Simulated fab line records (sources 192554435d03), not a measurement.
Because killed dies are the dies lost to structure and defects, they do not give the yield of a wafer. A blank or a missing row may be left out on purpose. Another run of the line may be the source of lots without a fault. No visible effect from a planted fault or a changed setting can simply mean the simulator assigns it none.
Split-lot study -- flow n5 finfet -- on a route of 1938 steps: 7 lots, 21 wafers read

ON THE SPLIT
At N5_BEOL_M15_ILD_DEP_00 (deposits SiO2 from TEOS/O2, target thk 1629.3 nm, time 346.1 s), the setting temp c was moved away from the recipe's 400 C on 6 of the 21 wafers read, by -1.9% to -0.7%. All remaining wafers had this setting at the recipe value.

No step appears in the file between the split and the reading.

THE READING
M15_ILD_THK at N5_BEOL_M15_THK_MEAS_01, in nm. Fault-free wafers of this fab line usually give 1625 nm, standard deviation 21 nm.

wafer,"tool, chamber at the split","temp c as run, C",against the recipe,"M15_ILD_THK, nm",against lot-mates on the recipe
L074.3,"pecvd-04, 2",395.2,-1.2%,1696,+46
L074.4,"pecvd-04, 1",400,recipe,1650,-
L074.5,"pecvd-04, 0",395.2,-1.2%,1719,+69
L080.1,"pecvd-03, 2",392.3,-1.9%,1670,+50
L080.2,"pecvd-03, 0",400,recipe,1620,-
L080.3,"pecvd-03, 1",392.3,-1.9%,1698,+78
L083.1,"pecvd-04, 1",400,recipe,1618,-
L083.4,"pecvd-04, 0",400,recipe,1633,-
L083.6,"pecvd-04, 2",400,recipe,1653,-
L087.2,"pecvd-03, 1",400,recipe,1611,-
L087.4,"pecvd-03, 1",400,recipe,1651,-
L087.6,"pecvd-03, 2",397.1,-0.7%,1657,+26
L090.3,"pecvd-03, 0",400,recipe,1622,-
L090.4,"pecvd-03, 1",400,recipe,1625,-
L090.6,"pecvd-03, 0",400,recipe,1637,-
L091.1,"pecvd-03, 2",400,recipe,1588,-
L091.5,"pecvd-03, 1",400,recipe,1624,-
L091.6,"pecvd-03, 2",392.8,-1.8%,1697,+91
L094.1,"pecvd-03, 0",400,recipe,1627,-
L094.3,"pecvd-03, 1",400,recipe,1638,-
L094.4,"pecvd-03, 0",400,recipe,1636,-

THE FIT
A straight line over all 21 wafers: M15_ILD_THK changes by -37.7 nm for each +1% of temp c; r = -0.82; the points scatter about the line by 20 nm.
The same after taking each lot's own level away (the mean of its wafers on the recipe; 21 wafers): -40.1 nm for each +1%; r = -0.90; scatter 14 nm.
On that fit, the largest move of temp c shifts the reading by 77 nm.
The span of the lots' own levels, 1606.0 to 1650.0 nm, comes to 2.1 times the standard deviation stated above.
The two slopes agree, so the slope changes little with the lot-to-lot level.
Check: +87.6 nm against its lot-mates is what the line predicts for one of the wafers moved furthest among these (-1.9%) when that wafer is left out of the fit. It came out at +50 nm against them.

FURTHER SPLITS ON THESE WAFERS
Before the reading, these wafers also passed through other splits. Each is held against what the fit with the lots' levels taken away leaves over:
other split on the same wafers,wafers away from the commonest value,r with M15_ILD_THK (lot level and that fit taken away)
N5_BEOL_M10_COAT_05 spin rpm,8,+0.02
N5_BEOL_M11_COAT_05 spin rpm,9,-0.11
N5_BEOL_M12_CMP_49 down force psi,7,-0.02
N5_BEOL_M13_EXPOSE_07 dose mj,4,-0.02
N5_BEOL_M13_TRENCH_ETCH_34 time s,7,-0.08
N5_BEOL_M14_SPUTTER_43 time s,8,-0.17

THE WHOLE CHAIN: every reading that the file lists as answering this split, in the file's order
step,what it does,reading,change (the file's fit),r (the file's)
N5_BEOL_M15_ILD_DEP_00,"deposits SiO2 from TEOS/O2, target thk 1629.3 nm, time 346.1 s","SiO2_of_BEOL_M15_ILD_DEP_00.thk nm (the simulator's own value, which no gauge read)",-42.4 nm for each +1% of the setting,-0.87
N5_BEOL_M15_THK_MEAS_01,,M15_ILD_THK,-42.2 for each +1% of the setting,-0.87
N5_BEOL_M15_VIA_ETCH_16,"etches SiO2 in C4F8/O2/Ar, target depth 1792.2 nm","etch.depth nm (the simulator's own value, which no gauge read)",-42.3 nm for each +1% of the setting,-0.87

THE FILE'S OWN FIT
M15_ILD_THK changes by -42.2 nm for each +1% of temp c, r = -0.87.
